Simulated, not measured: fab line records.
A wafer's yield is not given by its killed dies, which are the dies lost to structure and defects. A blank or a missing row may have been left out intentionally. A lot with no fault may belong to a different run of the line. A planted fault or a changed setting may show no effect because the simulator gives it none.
Which tool was responsible? ; flow n5-finfet ; 9 lots (25 wafers sampled), 1 step of a 1938-step route

## WHAT THE GAUGES READ, wafer by wafer
N5_BEOL_M4_RC_MEAS_101. Usual: DIBL_N 36.1 mV/V, standard deviation 1.7; DIBL_P 35.9 mV/V, standard deviation 2.1; IOFF_N 0.154 nA/um, standard deviation 0.029; IOFF_P 0.21 nA/um, standard deviation 0.035; ION_N 673 uA/um, standard deviation 10; ION_P 463 uA/um, standard deviation 7.5; SS_N 71.6 mV/dec, standard deviation 0.59; SS_P 73.2 mV/dec, standard deviation 0.69; VT_N 250.5 mV, standard deviation 2.9; VT_P -250 mV, standard deviation 3.2.
lot;measured;on;DIBL_N (mV/V);DIBL_P (mV/V);IOFF_N (nA/um);IOFF_P (nA/um);ION_N (uA/um);ION_P (uA/um);SS_N (mV/dec);SS_P (mV/dec);VT_N (mV);VT_P (mV);flag
L908;day 9 04:24;prober-01;35.0 36.1 37.3;35.2 37.3 37.2;0.160 0.185 0.194;0.23 0.26 0.26;683 693 682;467 474 469;70.9 71.6 71.8;73.1 73.2 73.5;246.9 248.3 245.2;-249 -245 -247;
L913;day 10 08:25;prober-01;38.0 37.1 38.6;38.1 36.7 38.0;0.166 0.147 0.166;0.24 0.21 0.23;675 674 669;465 466 463;71.7 71.3 72.2;73.9 73.9 74.0;249.4 251.3 250.2;-245 -249 -248;
L916;day 11 12:47;prober-02;35.3 35.3;35.5 35.3;0.162 0.161;0.23 0.23;678 677;464 464;71.4 70.8;74.0 73.5;251.4 250.4;-245 -248;
L920;day 12 03:58;prober-02;36.9 36.1;36.6 36.0;0.160 0.148;0.22 0.20;668 674;460 460;72.4 71.6;73.3 73.1;250.9 252.0;-250 -251;
L919;day 12 04:52;prober-01;35.6 35.3 36.7;35.8 35.4 36.4;0.148 0.140 0.151;0.21 0.20 0.20;668 665 661;462 458 454;71.5 71.5 72.3;73.6 73.0 72.6;250.8 251.8 250.6;-250 -250 -250;
L924;day 13 10:14;prober-01;34.4 35.6 34.5;35.2 36.6 34.1;0.130 0.144 0.115;0.18 0.20 0.16;676 666 653;459 458 452;70.9 71.2 71.0;72.7 73.3 72.6;253.2 250.0 254.2;-253 -250 -252;
L926;day 13 14:39;prober-02;34.0 32.3 35.7;33.3 32.1 34.5;0.125 0.120 0.151;0.19 0.19 0.21;672 676 667;465 475 464;71.2 70.9 71.7;71.5 72.4 72.7;253.6 250.4 248.6;-254 -252 -251;
L927;day 13 18:20;prober-02;36.1 36.5 35.0;34.5 35.5 33.4;0.143 0.158 0.135;0.21 0.22 0.19;668 676 677;466 468 474;70.9 71.9 71.2;72.8 72.2 72.3;252.3 247.6 251.1;-247 -249 -250;
L929;day 14 10:16;prober-02;36.6 36.2 38.7;33.7 33.5 37.3;0.141 0.131 0.171;0.17 0.17 0.21;670 669 675;458 457 456;71.2 70.7 71.6;73.6 72.3 73.7;252.5 253.5 247.2;-254 -254 -250;

## WHICH TOOL RAN EACH LOT (tool, then ch and the chambers of the sampled wafers, then the start)
No process step before these readings appears in the record.

## AS READ BY THE TOOLS THEMSELVES (means over the sampled wafers that have a number; for cases with no such wafer, the mark the record gives instead)
The record holds no such reading with a usual standard deviation.

## THE ANSWER, worked out from the rows above alone
Rule: a lot counts as off when the mean over its wafers that have a number is more than 3 standard deviations away from the usual mean. A lot without any number at a reading at which 4 lots or more have one is off too. Where the step has rows for the other lots, those lots are counted as sound. The gauges are gone through in route order, then the tools' own readings, and for those a lot's mean is taken as printed above. The first step at which some lot is off is used, and at that step the reading that is off furthest; a lot without a number counts as furthest.
Across all readings shown, no lot is off: no conclusion can be drawn from this.

## WHAT THE SIMULATOR HAD INSERTED
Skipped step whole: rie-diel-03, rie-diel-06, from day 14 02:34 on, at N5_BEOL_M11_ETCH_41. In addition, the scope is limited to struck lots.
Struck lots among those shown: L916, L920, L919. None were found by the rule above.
